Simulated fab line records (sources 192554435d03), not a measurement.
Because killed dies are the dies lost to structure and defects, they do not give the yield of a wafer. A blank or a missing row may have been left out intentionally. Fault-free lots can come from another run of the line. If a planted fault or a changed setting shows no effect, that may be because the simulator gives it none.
Matching of chambers | flow n5-finfet | N5_BEOL_M3_ILD_DEP_00 on pecvd-02: 3 sister chambers
The step deposits SiOC from DEMS/O2, target thk 79 nm, time 15.3 s. 6 wafers are shown with their chamber, then 7 later ones without.

WAFERS PAIRED WITH THEIR CHAMBERS
wafer  | chamber | throttle-valve-pct (%) | heater-power-w (W)
L075.4 | 2       | 11.5                   | 469
L077.6 | 0       | 13.1                   | 470
L081.5 | 2       | 11.5                   | 451
L081.6 | 1       | 12.0                   | 516
L085.1 | 1       | 12.1                   | 449
L085.2 | 0       | 13.1                   | 473

WAFERS WHOSE CHAMBER IS MISSING
wafer  | throttle-valve-pct (%) | heater-power-w (W)
L085.6 | 12.0                   | 454
L088.3 | 13.0                   | 432
L088.5 | 12.1                   | 520
L088.6 | 13.0                   | 431
L097.1 | 11.9                   | 536
L097.3 | 12.9                   | 448
L097.6 | 13.1                   | 461

EACH ONE'S CHAMBER
wafer  | from the rows above | in truth
L085.6 | 1                   | 1
L088.3 | 0                   | 0
L088.5 | 1                   | 1
L088.6 | 0                   | 0
L097.1 | 1                   | 1
L097.3 | 0                   | 0
L097.6 | 0                   | 0
Correctly placed: 7 of 7. Not placeable from these rows: 0. Number placed wrongly: 0.
How it was worked out, from the rows above alone: a wafer's distance from a chamber is the root of the sum, over the readings, of the square of ((its reading less the chamber's mean) divided by the reading's scatter). If the next closest chamber is less than 2 further off than the closest, the wafer can't be placed; otherwise it belongs to the closest. A chamber's mean is the mean of its shown wafers. How the scatter is found: for the shown wafers, subtract from each reading the mean of its chamber, square and add these, divide the total by (wafers less chambers), then take the root.
